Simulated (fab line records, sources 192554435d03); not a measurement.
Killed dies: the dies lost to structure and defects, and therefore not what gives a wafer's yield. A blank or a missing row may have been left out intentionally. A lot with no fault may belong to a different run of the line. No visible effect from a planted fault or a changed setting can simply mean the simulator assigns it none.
The tool behind it: which one? ; flow n5-finfet ; 21 wafers from 7 lots sampled at 2 of the route's 1938 steps

## WHAT THE GAUGES READ, wafer by wafer
N5_BEOL_M13_OVL_MEAS_11.
lot;measured;on;V12_OVL (nm)
L567;day 13 13:03;overlay-02;-7 -11 -11
L572;day 14 18:08;overlay-01;- - -
L571;day 15 06:30;overlay-01;-10 -5 -7
L580;day 16 17:51;overlay-01;0 -1 1
L581;day 17 03:13;overlay-01;-10 -7 -4
L583;day 17 19:16;overlay-01;-6 -3 -4
L585;day 18 07:10;overlay-02;-4 -9 -1

## EACH LOT AND THE TOOL THAT RAN IT (in order: tool; ch and the chambers of the sampled wafers; start)
lot;N5_BEOL_M13_PEB_08
L567;litho-track-05 ch 0, day 13 12:54
L572;litho-track-03, day 14 17:59
L571;litho-track-03 ch 0, day 15 06:21
L580;litho-track-05 ch 0, day 16 17:43
L581;litho-track-01 ch 0, day 17 03:04
L583;litho-track-03 ch 0, day 17 19:07
L585;litho-track-05 ch 0, day 18 07:01
- N5_BEOL_M13_PEB_08: peb time 90 s.

## THE ANSWER, worked out from the rows above alone
Rule: what is usual is taken from the lots themselves. The widest of any qualifying gaps counts: lots, ordered by their means at a reading, are off when they make up no more than a third of the lots, leave a main group of 4 or more, and stand apart from it by 3 or more times the standard deviation of that group's means. A main group whose means are all the same, to the digits that the tables above print for the reading, isn't used. Also off: a lot with no number at a reading for which 4 or more lots have one. Where the step has rows for the other lots, those lots are counted as sound.
Off: L572, seen at N5_BEOL_M13_OVL_MEAS_11 (V12_OVL). Without a number there: L572. For the main group the mean is -6 nm and the standard deviation 3.
A tool fits if, at a process step before that reading, it ran every lot that is off, and no sound lot after the first of them. The gauges at N5_BEOL_M13_OVL_MEAS_11 are tried like those tools. No candidate that was tried fits.

## WHAT THE SIMULATOR HAD INSERTED
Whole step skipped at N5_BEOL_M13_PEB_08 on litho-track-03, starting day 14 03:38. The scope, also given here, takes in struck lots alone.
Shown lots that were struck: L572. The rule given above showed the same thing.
